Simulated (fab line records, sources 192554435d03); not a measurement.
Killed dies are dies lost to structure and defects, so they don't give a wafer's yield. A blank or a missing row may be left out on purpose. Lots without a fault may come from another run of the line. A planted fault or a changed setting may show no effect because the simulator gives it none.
Chamber matching | flow n5_finfet | N5_BEOL_M11_PECVD_70 on pecvd-04: 3 sister chambers
The step deposits SiO2 from TEOS/O2, target thk 20 nm, time 22.7 s. 6 wafers are shown with their chamber, then 7 later ones without.

WAFERS WITH THEIR CHAMBER
wafer  | chamber | throttle_valve_pct (%) | showerhead_plenum_p_Torr (Torr)
L817.5 | 0       | 25.2                   | 8.81
L816.2 | 0       | 24.9                   | 8.80
L818.4 | 1       | 21.2                   | 8.81
L818.6 | 2       | 21.4                   | 8.74
L822.1 | 1       | 21.1                   | 8.81
L822.4 | 2       | 22.0                   | 8.70

WAFERS WITHOUT THEIR CHAMBER
wafer  | throttle_valve_pct (%) | showerhead_plenum_p_Torr (Torr)
L822.6 | 25.3                   | 8.79
L823.1 | 25.6                   | 8.79
L823.4 | 21.2                   | 8.83
L823.5 | 25.5                   | 8.78
L827.1 | 21.9                   | 8.72
L827.2 | 21.5                   | 8.82
L827.3 | 25.3                   | 8.80

WHICH CHAMBER EACH WENT THROUGH
wafer  | from the rows above | in truth
L822.6 | 0                   | 0
L823.1 | 0                   | 0
L823.4 | 1                   | 1
L823.5 | 0                   | 0
L827.1 | 2                   | 2
L827.2 | 1                   | 1
L827.3 | 0                   | 0
Placed correctly: 7 of 7. Can't be placed from these rows: 0. Placed wrongly: 0.
How it was worked out, from the rows above alone: a wafer's distance from a chamber is the root of the sum, over the readings, of the square of ((its reading less the chamber's mean) divided by the reading's scatter). The wafer belongs to the nearest chamber; if the next one is less than 2 further off, it can't be placed. A chamber's mean is the mean of its shown wafers. The scatter: the root of (the sum of the squares of (reading less its chamber's mean) over the shown wafers, divided by (wafers less chambers)).
